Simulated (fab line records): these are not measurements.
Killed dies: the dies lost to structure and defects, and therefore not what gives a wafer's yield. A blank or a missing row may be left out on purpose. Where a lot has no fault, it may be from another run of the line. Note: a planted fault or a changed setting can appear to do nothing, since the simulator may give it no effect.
The tool behind it: which one?	flow n5 finfet	10 lots, 29 wafers sampled, at 5 steps of a route of 1938

## WHAT THE GAUGES SHOWED, per wafer
N5_WELL_APT_OVL_MEAS_09. Usual: for NWELL_OVL the level is -1 nm and the standard deviation is 4.9.
lot	measured	on	NWELL_OVL (nm)	flag
L266	day 1 13:55	overlay-02	6 10 9	
L269	day 2 07:44	overlay-02	-4 4 -10	
L271	day 2 19:53	overlay-01	-2 -1 1	
L272	day 3 01:43	overlay-02	-9 6 -6	
L279	day 4 19:36	overlay-02	-3 8 -4	
L282	day 5 13:52	overlay-01	-11 -2 -2	
L284	day 6 01:35	overlay-02	2 0 4	
L285	day 6 07:53	overlay-01	3 1 4	
L286	day 6 13:37	overlay-01	5 3	
L288	day 7 01:52	overlay-01	-4 -1 2	

N5_WELL_APT_INSPECT_10: inspects for defects (macro). Usual: raw defect count 2.2, standard deviation 1.6.
lot	measured	on	raw defect count	flag
L266	day 1 13:57	defect inspect-01	0 4 2	
L269	day 2 07:46	defect inspect-01	2 0 2	
L271	day 2 19:55	defect inspect-02	3 3 3	
L272	day 3 01:44	defect inspect-02	1 4 1	
L279	day 4 19:38	defect inspect-02	3 2 3	
L282	day 5 13:53	defect inspect-01	4 6 5	
L284	day 6 01:37	defect inspect-02	0 3 3	
L285	day 6 07:54	defect inspect-01	2 7 0	
L286	day 6 13:38	defect inspect-02	0 4	
L288	day 7 01:53	defect inspect-02	3 1 1	

N5_BEOL_M4_RC_MEAS_101. Usual: DIBL_N 36.1 mV/V, standard deviation 1.9; DIBL_P 36.4 mV/V, standard deviation 2.5; IOFF_N 0.16 nA/um, standard deviation 0.036; IOFF_P 0.22 nA/um, standard deviation 0.038; ION_N 672 uA/um, standard deviation 11; ION_P 462 uA/um, standard deviation 8; RS_NWELL 1035 ohm/sq, standard deviation 6.5; SS_N 71.6 mV/dec, standard deviation 0.68; SS_P 73.3 mV/dec, standard deviation 0.77; VT_N 250 mV, standard deviation 3.3; VT_P -250 mV, standard deviation 3.6.
lot	measured	on	DIBL_N (mV/V)	DIBL_P (mV/V)	IOFF_N (nA/um)	IOFF_P (nA/um)	ION_N (uA/um)	ION_P (uA/um)	RS_NWELL (ohm/sq)	SS_N (mV/dec)	SS_P (mV/dec)	VT_N (mV)	VT_P (mV)	flag
L266	day 9 03:20	prober-01	36.4 38.0 35.3	38.9 40.3 37.8	0.17 0.20 0.15	0.25 0.28 0.23	680 678 668	467 466 472	1042 1039 1048	71.6 72.7 71.4	73.4 74.9 73.2	249 246 251	-249 -246 -247	
L269	day 9 07:29	prober-01	32.8 32.5 31.0	33.3 31.6 30.9	0.12 0.11 0.10	0.19 0.15 0.15	667 651 652	460 446 457	818 827 826	70.5 70.9 70.5	72.5 72.8 71.2	253 256 254	-251 -254 -253	OFF
L271	day 9 12:55	prober-02	34.8 36.2 38.0	34.7 36.6 39.7	0.15 0.16 0.21	0.18 0.20 0.25	665 653 689	457 450 469	820 822 827	71.2 71.5 72.2	73.2 73.5 73.8	251 250 245	-251 -252 -249	OFF
L272	day 10 11:09	prober-01	35.7 35.0 36.4	38.2 37.1 39.0	0.16 0.14 0.16	0.21 0.19 0.22	675 660 654	463 449 450	823 835 824	71.9 71.7 72.2	72.9 72.8 73.8	251 254 250	-252 -253 -251	OFF
L279	day 12 15:23	prober-01	36.3 37.1 34.0	36.3 38.0 34.8	0.15 0.18 0.12	0.21 0.23 0.18	649 688 645	448 463 452	1020 1026 1019	71.2 72.0 71.3	73.1 73.9 73.1	252 247 257	-251 -251 -253	
L282	day 13 01:31	prober-02	33.1 34.7 35.3	33.5 34.3 36.8	0.11 0.13 0.16	0.17 0.18 0.21	656 653 683	454 446 461	1043 1033 1039	71.2 72.0 71.8	73.2 73.1 73.9	253 254 249	-254 -254 -253	
L284	day 13 09:27	prober-02	36.7 37.1 34.6	35.7 36.9 33.0	0.17 0.18 0.13	0.22 0.24 0.17	687 686 673	465 468 466	1025 1033 1035	71.8 71.6 70.9	73.0 73.6 72.4	246 248 249	-250 -247 -253	
L285	day 13 21:09	prober-02	36.5 37.7 34.7	37.3 37.8 34.8	0.16 0.18 0.13	0.22 0.22 0.18	675 683 659	468 462 456	1038 1041 1042	71.6 71.6 71.2	73.4 74.1 73.0	249 251 251	-249 -251 -254	
L286	day 13 22:59	prober-01	33.9 34.4	32.8 35.4	0.14 0.14	0.20 0.23	669 675	474 474	1039 1043	71.3 71.8	71.6 73.3	251 252	-247 -244	
L288	day 14 14:57	prober-02	32.3 33.8 34.3	33.4 34.3 33.7	0.13 0.15 0.15	0.16 0.17 0.16	667 667 660	454 457 449	1033 1029 1033	70.2 70.9 72.2	72.0 71.7 72.4	253 252 254	-254 -254 -255	

## EACH LOT AND THE TOOL THAT RAN IT (in order: tool; ch and the chambers of the sampled wafers; start)
lot	N5_ZERO_LAYER_DESCUM_16	N5_WELL_APT_IMPLANT_14
L266	rie diel-06 ch 0,1,3, day 1 12:53	implanter-01 ch 0, day 1 14:05
L269	rie diel-01 ch 1,2, day 2 06:41	implanter-01 ch 0, day 2 07:56
L271	rie diel-05 ch 0,1,3, day 2 18:41	implanter-01 ch 0, day 2 20:07
L272	rie diel-01 ch 1,2,3, day 3 00:41	implanter-01 ch 0, day 3 01:55
L279	rie diel-06 ch 0,2,3, day 4 18:42	implanter-02 ch 0, day 4 19:56
L282	rie diel-06 ch 0,2,3, day 5 12:50	implanter-01 ch 0, day 5 14:01
L284	rie diel-06 ch 1,2,3, day 6 00:41	implanter-01 ch 0, day 6 02:10
L285	rie diel-01 ch 0,2,3, day 6 06:51	implanter-02 ch 0, day 6 08:04
L286	rie diel-05 ch 1, day 6 12:41	implanter-01 ch 0, day 6 13:52
L288	rie diel-06 ch 0,2,3, day 7 00:49	implanter-01 ch 0, day 7 02:02
- N5_ZERO_LAYER_DESCUM_16: chemistry O2, time 7.9 s.
- N5_WELL_APT_IMPLANT_14

## WHAT THE TOOLS THEMSELVES READ (means of the sampled wafers that have a number; where no wafer has one, the mark that the record gives instead)
N5_ZERO_LAYER_DESCUM_16. Usual: drypump motor current A 5.5 A, standard deviation 0.4; oes product au 0.79 a.u., standard deviation 0.089; rf vpp V 243.6 V, standard deviation 1.4; showerhead plenum p Torr 2.12 Torr, standard deviation 0.075; throttle valve pct 20.31 %, standard deviation 0.23.
lot	tool	drypump motor current A (A)	oes product au (a.u.)	rf vpp V (V)	showerhead plenum p Torr (Torr)	throttle valve pct (%)	flag
L266	rie diel-06	5.4	0.74	243.5	2.10	20.32	
L269	rie diel-01	5.6	0.76	242.4	2.07	20.53	
L271	rie diel-05	5.7	0.74	244.7	2.17	20.31	
L272	rie diel-01	5.4	0.72	241.7	2.03	20.57	
L279	rie diel-06	5.4	0.81	243.9	2.15	20.26	
L282	rie diel-06	5.4	0.79	244.3	2.15	20.26	
L284	rie diel-06	5.5	0.83	244.3	2.16	20.21	
L285	rie diel-01	5.4	0.84	243.6	2.12	20.34	
L286	rie diel-05	5.5	0.77	245.4	2.19	20.47	
L288	rie diel-06	5.4	0.78	244.3	2.14	20.28	

N5_WELL_APT_IMPLANT_14. Usual: dose ions cm2 1.4998e+13, standard deviation 1.6e+10; faraday current uA 190, standard deviation 3.5.
lot	tool	dose ions cm2	faraday current uA	flag
L266	implanter-01	1.4983e+13	191	
L269	implanter-01	2.2637e+13	286	OFF
L271	implanter-01	2.2621e+13	284	OFF
L272	implanter-01	2.2609e+13	285	OFF
L279	implanter-02	1.5001e+13	192	
L282	implanter-01	1.5016e+13	192	
L284	implanter-01	1.4982e+13	188	
L285	implanter-02	1.5006e+13	192	
L286	implanter-01	1.4968e+13	190	
L288	implanter-01	1.4995e+13	189	

## THE ANSWER, worked out from the rows above alone
Rule: a lot counts as off when the mean over its wafers that have a number is more than 3 standard deviations away from the usual mean. Also off: a lot with no number at a reading for which 4 or more lots have one. Any other lot the step has rows for is counted as sound. First the gauges in route order, then the tools' own readings, where a lot's mean is used as printed above. At the first step where some lot is off, the reading lying furthest off is the one used; lots without a number count as furthest.
Off: L269, L271, L272, at N5_BEOL_M4_RC_MEAS_101 (RS_NWELL).
A tool fits if, at a process step before that reading, it ran every lot that is off, and no sound lot after the first of them. The gauges at N5_BEOL_M4_RC_MEAS_101 aren't tried: what is off there is off at N5_WELL_APT_IMPLANT_14 too, on other tools, and a gauge's error can't cause that. Not one of the candidates tried fits.

## WHAT THE SIMULATOR PUT IN
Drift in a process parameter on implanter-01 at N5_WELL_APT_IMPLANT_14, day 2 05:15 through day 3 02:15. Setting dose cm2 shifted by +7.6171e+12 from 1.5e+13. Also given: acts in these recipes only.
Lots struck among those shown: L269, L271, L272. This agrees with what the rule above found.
